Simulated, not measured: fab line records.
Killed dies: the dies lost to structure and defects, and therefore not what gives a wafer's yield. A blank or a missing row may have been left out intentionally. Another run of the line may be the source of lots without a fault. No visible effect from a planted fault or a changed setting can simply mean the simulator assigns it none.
fab line records -- flow nandHarc
record lots=13, wafers=39, lastDay=24
route steps=1159 shown A_WL_FILL@815 A_CONTACT@849 END@1159
lots that met no fault: from a run of the same line without faults
startH: the number of hours between the record's first day and the start of the first shown wafer of the lot -- waitH: hours since the lot's step before -- " the same as in the row above -- L1.1+2: a row that stands for several wafers -- - value missing, or start not given -- * or withheld: withheld -- < > ~ a bound
route shown NAME@n: names a module that has steps shown in the file, with the first one's number in the route -- usual: average and standard deviation across the fault-free wafers -- same: alike in all rows -- chamber/n: place in a boat -- sites: per-site readings -- _std_site: standard deviation across them -- _edge_site: outer sites' mean less inner sites' -- radiusMm: how far each site lies from the wafer's centre -- mask NAME#n: copy n -- behind: the tool/chamber that last shaped the wafer -- hold: cause of the lot's hold/its duration in hours/its outcome -- device: names the non-switching transistor (n, p or np) -- end of line: at the end of the route, the tests of the same wafers -- a step without rows: its recipe alone -- killed: at the first sort, the dies lost to defects and structure; wafer yield is something else -- map: dies across one wafer; x = killed, . = not, _ = none there
set.NAME: the setting the step ran with; set.NAME@STEP: the setting that earlier step ran with -- model.NAME: the simulator's own value behind a step, which no gauge read
steps of the route over a sample of lots; a table a step, a row a wafer
services: from which hour (startH, from the record's first day; less than 0 if before it) a tool's chamber was out of use, for how many hours, and why
## steps
# step NHARC_A_WL_FILL_ETCHBACK_05
# recipe targetDepthA=220, timeS=60, tempC=40, chemistry=Cl2/BCl3
# usual chamberPressureMTorr=9.999/0.0086, drypumpMotorCurrentA=5.6/0.51, oesProductAu=1.004/0.0097
lot.wafer,tool,chamber,startH,waitH,chamberPressureMTorr,drypumpMotorCurrentA,oesProductAu,rfHoursCounterH
L947.3,rieMetal-03,1,349.07,0.2,9.998,5.4,0.992,-
L947.6,rieMetal-03,1,349.07,0.2,10.011,5.4,0.998,-
L947.5,rieMetal-03,0,349.07,0.2,9.998,5.8,1.003,-
L944.2,rieMetal-02,1,349.22,0.2,9.992,5.1,1.003,3.5
L944.3,rieMetal-02,1,349.22,0.2,9.990,5.1,1.010,-
L944.5,rieMetal-02,1,349.22,0.2,9.991,5.0,0.998,-
L945.1,rieMetal-01,0,351.89,0.2,9.988,5.0,1.018,0.2
L945.3,rieMetal-01,1,351.89,0.2,10.001,6.6,1.021,-
L945.6,rieMetal-01,0,351.89,0.2,10.006,5.0,1.020,-
L948.1,rieMetal-03,1,351.99,0.2,10.010,5.4,0.997,1.6
L948.4,rieMetal-03,1,351.99,0.2,10.012,5.4,0.992,-
L948.5,rieMetal-03,0,351.99,0.2,9.998,5.8,0.993,-
L946.2,rieMetal-02,0,361.02,0.2,10.005,5.7,1.017,4.2
L946.4,rieMetal-02,1,361.02,0.2,10.008,5.1,1.017,-
L946.3,rieMetal-02,0,361.02,0.2,9.998,5.7,1.015,-
L953.1,rieMetal-02,1,397.96,0.2,10.016,5.1,1.004,0.1
L953.3,rieMetal-02,0,397.96,0.2,9.993,5.7,1.001,-
L953.5,rieMetal-02,1,397.96,0.2,10.002,5.1,1.004,-
L955.1,rieMetal-03,1,410.99,0.2,9.991,5.4,1.022,3.9
L955.3,rieMetal-03,1,410.99,0.2,10.018,5.4,1.001,-
L955.5,rieMetal-03,1,410.99,0.2,9.997,5.4,1.017,-
L956.1,rieMetal-02,1,415.02,0.2,9.996,5.1,1.000,0.6
L956.5,rieMetal-02,0,415.02,0.2,9.986,5.7,1.006,-
L956.6,rieMetal-02,1,415.02,0.2,10.011,5.1,1.002,-
L959.3,rieMetal-02,0,429.73,0.2,10.004,5.7,0.993,-
L959.4,rieMetal-02,1,429.73,0.2,10.014,5.1,0.993,-
L959.5,rieMetal-02,0,429.73,0.2,10.001,5.7,0.993,-
L961.1,rieMetal-01,0,433.70,0.2,9.990,5.0,1.001,2.9
L961.3,rieMetal-01,1,433.70,0.2,10.008,6.5,1.012,-
L961.6,rieMetal-01,1,433.70,0.2,9.984,6.5,1.011,-
L966.2,rieMetal-02,0,459.65,0.2,9.982,5.7,0.992,2.3
L966.1,rieMetal-02,1,459.65,0.2,9.994,5.1,1.005,2.3
L966.5,rieMetal-02,0,459.65,0.2,9.995,5.7,0.989,-
L965.4,rieMetal-01,0,461.69,0.2,10.001,5.0,0.993,-
L965.5,rieMetal-01,1,461.69,0.2,10.005,6.5,1.005,-
L965.6,rieMetal-01,0,461.69,0.2,9.998,5.0,1.004,-
L967.1,rieMetal-03,0,477.14,0.2,9.994,5.8,1.012,0.3
L967.2,rieMetal-03,1,477.14,0.2,9.983,5.4,1.008,0.3
L967.5,rieMetal-03,1,477.14,0.2,9.984,5.4,1.019,-
# step NHARC_A_WL_FILL_ALD_19
# recipe targetThkA=20, pulseTimeS=3, aldCycles=100, tempC=450, material=TiN
# usual heaterPowerW=1073/120, precursorPulseHeightRel=1.002/0.021
lot.wafer,tool,chamber,startH,waitH,heaterPowerW,precursorPulseHeightRel
L945.3,aldMetal-03,1,364.72,0.1,1116,0.987
L945.1,aldMetal-03,3,364.72,0.1,1195,1.014
L945.6,aldMetal-03,1,364.72,0.1,1129,0.999
L944.2,aldMetal-04,3,364.75,0.1,919,0.994
L944.3,aldMetal-04,1,364.75,0.1,1246,1.030
L944.5,aldMetal-04,2,364.75,0.1,1167,0.996
L948.4,aldMetal-03,2,368.02,0.1,1103,1.014
L948.1,aldMetal-03,0,368.02,0.1,1033,1.015
L948.5,aldMetal-03,2,368.02,0.1,1100,0.970
L947.3,aldMetal-04,1,368.04,0.1,1238,0.999
L947.6,aldMetal-04,0,368.04,0.1,1022,1.040
L947.5,aldMetal-04,1,368.04,0.1,1210,0.993
L946.3,aldMetal-04,1,376.53,0.1,1216,1.004
L946.2,aldMetal-04,2,376.53,0.1,1142,1.031
L946.4,aldMetal-04,3,376.53,0.1,927,1.020
L953.1,aldMetal-03,0,415.52,0.1,1044,1.038
L953.3,aldMetal-03,2,415.52,0.1,1130,0.980
L953.5,aldMetal-03,3,415.52,0.1,1209,0.974
L955.3,aldMetal-01,2,430.37,0.1,1147,1.000
L955.1,aldMetal-01,0,430.37,0.1,1044,1.040
L955.5,aldMetal-01,1,430.37,0.1,1013,1.001
L956.1,aldMetal-03,1,432.60,0.1,1113,1.005
L956.5,aldMetal-03,3,432.60,0.1,1216,0.976
L956.6,aldMetal-03,0,432.60,0.1,1047,0.992
L959.3,aldMetal-01,1,445.35,0.1,1052,0.983
L959.4,aldMetal-01,2,445.35,0.1,1171,0.994
L959.5,aldMetal-01,1,445.35,0.1,1054,1.021
L961.3,aldMetal-04,2,451.31,0.1,1184,0.963
L961.1,aldMetal-04,3,451.31,0.1,925,1.011
L961.6,aldMetal-04,2,451.31,0.1,1152,1.020
L966.2,aldMetal-04,1,476.35,0.1,1242,1.017
L966.1,aldMetal-04,2,476.35,0.1,1156,1.018
L966.5,aldMetal-04,3,476.35,0.1,910,1.038
L965.4,aldMetal-03,1,476.38,0.1,1121,0.966
L965.6,aldMetal-03,3,476.38,0.1,1229,1.013
L965.5,aldMetal-03,0,476.38,0.1,1043,0.995
L967.2,aldMetal-03,2,496.27,0.1,1066,1.014
L967.1,aldMetal-03,0,496.27,0.1,1049,0.980
L967.5,aldMetal-03,2,496.27,0.1,1118,0.996
# step NHARC_A_CONTACT_SOFTBAKE_37
# recipe tempC=105, timeS=55
# usual heaterPowerTotalW=188.44/0.12, plateTempC=105.00/0.11
lot.wafer,tool,chamber,startH,waitH,heaterPowerTotalW,plateTempC
L945.1,lithoTrack-04,0,374,-,188.56,105.07
L945.3,lithoTrack-04,0,374,-,188.46,105.04
L945.6,lithoTrack-04,0,374,-,188.37,105.14
L944.2,lithoTrack-04,0,375,-,188.42,105.02
L944.3,lithoTrack-04,0,375,-,188.26,104.93
L944.5,lithoTrack-04,0,375,-,188.61,105.02
L948.1,lithoTrack-04,0,378,-,188.48,104.97
L948.4,lithoTrack-04,0,378,-,188.38,104.88
L948.5,lithoTrack-04,0,378,-,188.33,104.83
L947.3,lithoTrack-01,0,378,-,188.70,105.03
L947.5,lithoTrack-01,0,378,-,188.34,104.95
L947.6,lithoTrack-01,0,378,-,188.37,104.88
L946.2,lithoTrack-01,0,390,-,188.42,104.85
L946.3,lithoTrack-01,0,390,-,188.35,104.91
L946.4,lithoTrack-01,0,390,-,188.51,105.01
L953.1,lithoTrack-04,0,428,-,188.32,105.11
L953.3,lithoTrack-04,0,428,-,188.59,104.89
L953.5,lithoTrack-04,0,428,-,188.42,105.05
L955.1,lithoTrack-06,0,441,-,188.33,105.19
L955.3,lithoTrack-06,0,441,-,188.36,105.36
L955.5,lithoTrack-06,0,441,-,188.26,105.11
L956.1,lithoTrack-04,0,444,-,182.92,102.73
L956.5,lithoTrack-04,0,444,-,182.91,102.85
L956.6,lithoTrack-04,0,444,-,183.02,102.83
L959.3,lithoTrack-04,0,454,-,183.08,102.83
L959.4,lithoTrack-04,0,454,-,182.94,102.78
L959.5,lithoTrack-04,0,454,-,183.26,102.78
L961.1,lithoTrack-01,0,462,-,188.35,104.88
L961.3,lithoTrack-01,0,462,-,188.31,104.97
L961.6,lithoTrack-01,0,462,-,188.42,105.08
L966.1,lithoTrack-06,0,490,-,188.47,104.96
L966.2,lithoTrack-06,0,490,-,188.47,104.95
L966.5,lithoTrack-06,0,490,-,188.69,104.76
L965.4,lithoTrack-06,0,492,-,188.47,104.97
L965.5,lithoTrack-06,0,492,-,188.33,104.99
L965.6,lithoTrack-06,0,492,-,188.45,104.87
L967.1,lithoTrack-06,0,508,-,188.31,104.87
L967.2,lithoTrack-06,0,508,-,188.51,104.94
L967.5,lithoTrack-06,0,508,-,188.45,104.97
# step NHARC_A_CONTACT_ETCH_114
# recipe sourceW=withheld, pressureMtorr=20, biasV=3000, timeS=94, targetDepthA=9220, arFlowSccm=withheld, c4f8FlowSccm=withheld, o2FlowSccm=withheld, chemistry=C4F8/O2/Ar
# usual chamberPressureMTorr=20.002/0.018
lot.wafer,tool,chamber,startH,waitH,chamberPressureMTorr,rfHoursCounterH
L945.1,harCapEtch-01,1,376.69,0.1,19.962,55
L945.3,harCapEtch-01,1,376.69,0.1,19.977,-
L945.6,harCapEtch-01,0,376.69,0.1,19.996,-
L944.2,harCapEtch-03,1,377.93,0.1,20.015,85
L944.3,harCapEtch-03,1,377.93,0.1,19.980,-
L944.5,harCapEtch-03,1,377.93,0.1,20.003,-
L948.1,harCapEtch-02,1,380.80,0.1,20.006,11
L948.4,harCapEtch-02,0,380.80,0.1,20.035,-
L948.5,harCapEtch-02,1,380.80,0.1,19.979,-
L947.3,harCapEtch-01,1,381.00,0.1,20.032,-
L947.5,harCapEtch-01,1,381.00,0.1,20.016,-
L947.6,harCapEtch-01,0,381.00,0.1,19.979,-
L946.2,harCapEtch-02,0,392.68,0.1,19.993,15
L946.3,harCapEtch-02,1,392.68,0.1,19.998,-
L946.4,harCapEtch-02,0,392.68,0.1,20.006,-
L953.1,harCapEtch-03,0,430.75,0.1,19.995,94
L953.3,harCapEtch-03,1,430.75,0.1,20.018,-
L953.5,harCapEtch-03,1,430.75,0.1,19.976,-
L955.1,harCapEtch-02,1,444.32,0.1,19.990,23
L955.3,harCapEtch-02,1,444.32,0.1,19.997,-
L955.5,harCapEtch-02,1,444.32,0.1,19.982,-
L956.1,harCapEtch-03,0,446.86,0.1,20.005,98
L956.6,harCapEtch-03,1,446.86,0.1,20.010,-
L956.5,harCapEtch-03,0,446.86,0.1,19.973,-
L959.3,harCapEtch-02,1,457.75,0.1,19.997,-
L959.4,harCapEtch-02,0,457.75,0.1,20.010,-
L959.5,harCapEtch-02,0,457.75,0.1,20.023,-
L961.1,harCapEtch-03,1,464.73,0.1,19.995,102
L961.3,harCapEtch-03,1,464.73,0.1,19.989,-
L961.6,harCapEtch-03,0,464.73,0.1,20.017,-
L966.1,harCapEtch-02,0,492.45,0.1,20.025,33
L966.2,harCapEtch-02,1,492.45,0.1,19.997,33
L966.5,harCapEtch-02,1,492.45,0.1,19.990,-
L965.4,harCapEtch-01,1,494.47,0.1,19.987,-
L965.5,harCapEtch-01,1,494.47,0.1,20.002,-
L965.6,harCapEtch-01,0,494.47,0.1,20.021,-
L967.1,harCapEtch-03,0,510.63,0.1,19.995,110
L967.2,harCapEtch-03,1,510.63,0.1,19.980,110
L967.5,harCapEtch-03,1,510.63,0.1,19.990,-
# step NHARC_END_SORT_01
# recipe tempC=25
# usual killedAtArray=29/10, killedAtOther=0.7/1, killedAtPeriphery=3.7/2.6, killedDies=33/10, killedOpen=3.4/1.8, killedShort=1.8/1.3
# same grossDies=677
lot.wafer,tool,chamber,startH,waitH,killedAtArray,killedAtOther,killedAtPeriphery,killedDies,killedOpen,killedShort
L961.1,prober-02,0,543.72,2.5,46,3,1,50,5,1
L961.3,prober-02,0,545.30,3.1,51,1,2,54,2,1
L961.6,prober-02,0,547.67,4.0,56,2,1,59,2,1
L966.1,prober-02,0,567.08,2.5,26,0,3,29,3,2
L966.2,prober-02,0,567.89,2.8,27,2,7,36,3,4
L966.5,prober-02,0,570.31,3.7,33,3,3,39,4,1
# killed by level:class
L961.1 A_CHANNEL_HOLE_D1:chamberFilmFlake=17 A_SLIT:chamberFilmFlake=13 A_CONTACT:chamberFilmFlake=6 A_STAIRCASE:chamberFilmFlake=5 STARTING-WAFER:geometricParticle:open=3 A_SGD_CUT:chamberFilmFlake=2 P_M2:geometricParticle:short=1 A_WL_FILL:geometricParticle:open=1
L961.3 A_CHANNEL_HOLE_D1:chamberFilmFlake=21 A_SLIT:chamberFilmFlake=14 A_CONTACT:chamberFilmFlake=6 A_SGD_CUT:chamberFilmFlake=5 P_M2:geometricParticle:short=1 A_ONON_D1:geometricParticle:open=1 A_WL_FILL:geometricParticle:open=1 P_CONTACT:chamberFilmFlake=1
L961.6 A_CHANNEL_HOLE_D1:chamberFilmFlake=22 A_SLIT:chamberFilmFlake=12 A_CONTACT:chamberFilmFlake=7 A_SGD_CUT:chamberFilmFlake=6 A_STAIRCASE:chamberFilmFlake=5 A_WL_FILL:chamberFilmFlake=2 HYBRID_BOND:latent=2 P_M0:geometricParticle:open=1
L966.1 A_SLIT:chamberFilmFlake=16 A_CHANNEL_HOLE_D1:chamberFilmFlake=3 A_WL_FILL:chamberFilmFlake=3 P_GATE:geometricParticle:open=2 P_M0:geometricParticle:short=1 A_CHANNEL_HOLE_D1:geometricParticle:open=1 A_WL_FILL:geometricParticle:short=1 A_SGD_CUT:chamberFilmFlake=1
L966.2 A_SLIT:chamberFilmFlake=17 A_CHANNEL_HOLE_D1:chamberFilmFlake=5 P_GATE:geometricParticle:short=2 P_CONTACT:geometricParticle:open=2 THIN_TSV:chamberFilmFlake=2 P_CONTACT:geometricParticle:short=1 A_CHANNEL_HOLE_D1:geometricParticle:open=1 A_SGD_CUT:geometricParticle:short=1
L966.5 A_SLIT:chamberFilmFlake=22 A_CHANNEL_HOLE_D1:chamberFilmFlake=5 P_CONTACT:geometricParticle:open=2 A_CONTACT:geometricParticle:open=2 A_SGD_CUT:chamberFilmFlake=2 THIN_TSV:chamberFilmFlake=2 P_M0:chamberFilmFlake=1 STARTING-WAFER:geometricParticle:short=1
## services
tool,chamber,startH,hours,kind
aldMetal-03,0,332.00,-,clean
aldMetal-03,1,332.00,-,clean
aldMetal-03,2,332.00,-,clean
aldMetal-03,3,332.00,-,clean
rieMetal-01,-,332.00,9.0,pm
harCapEtch-02,-,340.61,0.7,repair
harCapEtch-01,-,342.53,1.0,repair
rieMetal-03,-,361.77,0.6,repair
aldMetal-01,3,378.46,2.2,repair
rieMetal-02,-,388.00,9.0,pm
aldMetal-03,0,397.36,14.3,repair
aldMetal-04,-,406.00,10.0,pm
rieMetal-01,-,427.84,0.5,repair
aldMetal-04,1,438.73,25.8,repair
lithoTrack-01,-,443.00,7.0,pm
rieMetal-03,-,453.00,9.0,pm
aldMetal-01,-,458.00,10.0,pm
lithoTrack-06,-,467.00,7.0,pm
aldMetal-03,-,483.71,0.9,repair
aldMetal-01,-,486.28,0.5,repair
rieMetal-02,-,488.00,0.2,repair
lithoTrack-04,-,491.00,7.0,pm
aldMetal-03,-,500.00,10.0,pm
rieMetal-01,-,509.00,9.0,pm
## key
firstSign step=NHARC_A_CONTACT_SOFTBAKE_37, reading=heaterPowerTotalW, direction=down, sigmas=43, usual=*, struck=*
effect step=NHARC_A_CONTACT_SOFTBAKE_37, reading=plateTempC, direction=down, sigmas=20, usual=*, struck=*
metAt NHARC_A_CONTACT_SOFTBAKE_37
struckLots L956,L959
testerLeftOut L956,L959
notActingAt NHARC_A_WL_FILL_ETCHBACK_05,NHARC_A_WL_FILL_ALD_19,NHARC_A_CONTACT_ETCH_114
onsetBetween 428 444
fault kind=processParameterDrift, tool=lithoTrack-04, chamber=-, onsetH=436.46, steps=NHARC_A_CONTACT_SOFTBAKE_37, channel=tempC, offset=*, shape=step, endH=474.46, actsIn=*, stated=*
# testerLeftOut: of these lots the tester's yield and bins aren't shown, on N5 and GAA mostly nor the transistor test; their killed dies are dies lost to structure and defects alone, not to doping, threshold or leakage, so they don't give the yield
